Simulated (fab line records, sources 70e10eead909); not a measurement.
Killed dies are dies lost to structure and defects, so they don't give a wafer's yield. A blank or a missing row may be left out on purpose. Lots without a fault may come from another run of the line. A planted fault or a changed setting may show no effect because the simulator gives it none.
Tool commonality check | flow nand_harc | 10 lots, 30 wafers sampled

WHY IT WAS OPENED
At NHARC_A_M0_CD_MEAS_09 the reading cd_nm is flagged on 2 of 10 lots. Wafers without a fault read 80.3 nm, standard deviation 0.71.
Rule: a lot is flagged when every wafer of it that has a number lies more than 4 standard deviations from that mean, or none has a number. The other lots count as sound.

lot  | measured     | on        | cd_nm (nm), wafer by wafer | flag
L565 | day 18 05:44 | cd_sem-03 | 80.1 80.5 80.3             |
L567 | day 18 14:17 | cd_sem-02 | 80.4 80.5 80.1             |
L569 | day 18 21:08 | cd_sem-03 | 81.4 82.3 81.3             |
L568 | day 19 12:53 | cd_sem-02 | 81.7 80.0 80.3             |
L572 | day 19 13:19 | cd_sem-02 | 80.3 81.8 81.0             |
L571 | day 19 23:43 | cd_sem-03 | 99.4 100.6 100.1           | FLAGGED
L570 | day 20 03:38 | cd_sem-03 | 97.5 97.0 95.9             | FLAGGED
L577 | day 20 13:42 | cd_sem-01 | 79.8 79.0 78.9             |
L584 | day 22 00:28 | cd_sem-03 | 80.0 80.8 80.2             |
L586 | day 22 19:43 | cd_sem-03 | 80.5 79.9 80.0             |
The numbers of the flagged lots are 98.4 nm on average: +18.1 nm against the usual, or +26 standard deviations.

WHICH TOOL RAN EACH LOT
The record holds 3 process steps before the reading, out of a route of 1159 steps. In each cell: the tool, then ch and the chambers that the sampled wafers went through, then the start.
lot  | flag    | NHARC_A_BLC_ETCH_16                | NHARC_A_BLC_ALD_23                  | NHARC_A_M0_EXPOSE_06
L565 |         | rie_diel-08 ch 1,3, day 17 14:15   | ald_metal-03 ch 0,3, day 17 16:08   | arfi_scanner-01 ch 0, day 18 05:36
L567 |         | rie_diel-11 ch 1,2, day 18 10:29   | ald_metal-03 ch 0,2, day 18 12:14   | arfi_scanner-02 ch 0, day 18 14:08
L569 |         | rie_diel-01 ch 0,1, day 18 15:26   | ald_metal-02 ch 0,2, day 18 17:10   | arfi_scanner-01 ch 0, day 18 20:59
L568 |         | rie_diel-11 ch 1,2,3, day 19 01:20 | ald_metal-02 ch 0,1,3, day 19 03:18 | arfi_scanner-01 ch 0, day 19 12:44
L572 |         | rie_diel-01 ch 0,2, day 19 02:47   | ald_metal-01 ch 1,2, day 19 04:35   | arfi_scanner-03 ch 0, day 19 13:11
L571 | FLAGGED | rie_diel-01 ch 0,2,3, day 19 17:01 | ald_metal-03 ch 2,3, day 19 18:44   | arfi_scanner-02 ch 0, day 19 23:35
L570 | FLAGGED | rie_diel-11 ch 0,1, day 19 21:11   | ald_metal-02 ch 1,2,3, day 19 22:59 | arfi_scanner-02 ch 0, day 20 03:29
L577 |         | rie_diel-01 ch 0,1, day 20 04:20   | ald_metal-02 ch 1,2,3, day 20 06:16 | arfi_scanner-03 ch 0, day 20 13:34
L584 |         | rie_diel-11 ch 0,2, day 21 19:31   | ald_metal-02 ch 0,2,3, day 21 21:17 | arfi_scanner-03 ch 0, day 22 00:19
L586 |         | rie_diel-01 ch 0,1, day 22 13:36   | ald_metal-02 ch 0,1,3, day 22 15:20 | arfi_scanner-03 ch 0, day 22 19:35
What these steps do:
- NHARC_A_BLC_ETCH_16: etches the open film in CF4, target depth 39 nm, time 65 s.
- NHARC_A_BLC_ALD_23: deposits TiN, target thk 3 nm, pulse time 1 s, ald cycles 150.
- NHARC_A_M0_EXPOSE_06: exposes mask A M0, target cd 80 nm.
- NHARC_A_M0_CD_MEAS_09: target cd 80 nm.

FLAGGED OVER TOTAL, TOOL BY TOOL (the gauges that took the reading come last)
step                  | tool            | lots run | flagged | share of the flagged lots | sound lots run after its first flagged lot
NHARC_A_BLC_ETCH_16   | rie_diel-01     | 5        | 1       | some                      | 2 (L577,L586)
NHARC_A_BLC_ETCH_16   | rie_diel-08     | 1        | 0       | none                      | -
NHARC_A_BLC_ETCH_16   | rie_diel-11     | 4        | 1       | some                      | 1 (L584)
NHARC_A_BLC_ALD_23    | ald_metal-01    | 1        | 0       | none                      | -
NHARC_A_BLC_ALD_23    | ald_metal-02    | 6        | 1       | some                      | 3 (L577,L584,L586)
NHARC_A_BLC_ALD_23    | ald_metal-03    | 3        | 1       | some                      | 0
NHARC_A_M0_EXPOSE_06  | arfi_scanner-01 | 3        | 0       | none                      | -
NHARC_A_M0_EXPOSE_06  | arfi_scanner-02 | 3        | 2       | all                       | 0
NHARC_A_M0_EXPOSE_06  | arfi_scanner-03 | 4        | 0       | none                      | -
NHARC_A_M0_CD_MEAS_09 | cd_sem-01       | 1        | 0       | none                      | -
NHARC_A_M0_CD_MEAS_09 | cd_sem-02       | 3        | 0       | none                      | -
NHARC_A_M0_CD_MEAS_09 | cd_sem-03       | 6        | 2       | all                       | 2 (L584,L586)

WHAT THE TABLE ALLOWS
2 rows of the table ran every flagged lot: arfi_scanner-02 at NHARC_A_M0_EXPOSE_06, cd_sem-03 at NHARC_A_M0_CD_MEAS_09.
- arfi_scanner-02 at NHARC_A_M0_EXPOSE_06: 2 of its 3 lots flagged. Its last sound lot is L567 (day 18 14:08), its first flagged lot L571 (day 19 23:35): a fault that began between those two fits. Its own readings lie more than 4 standard deviations out on every wafer of the flagged lots: exposure_dose_mJ_cm2.
- cd_sem-03 at NHARC_A_M0_CD_MEAS_09: 2 of its 6 lots flagged. Sound lots ran on it after the first flagged one (L584, L586), which a lasting fault on the whole tool wouldn't allow.
One tool is left: arfi_scanner-02 at NHARC_A_M0_EXPOSE_06.

WHAT THE SIMULATOR HAD PUT IN
Process parameter drift: arfi_scanner-02, from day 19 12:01 on, at NHARC_A_M0_EXPOSE_06. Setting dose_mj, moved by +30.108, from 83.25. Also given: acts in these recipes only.
Lots struck among those shown: L571, L570. The rule above found the same.
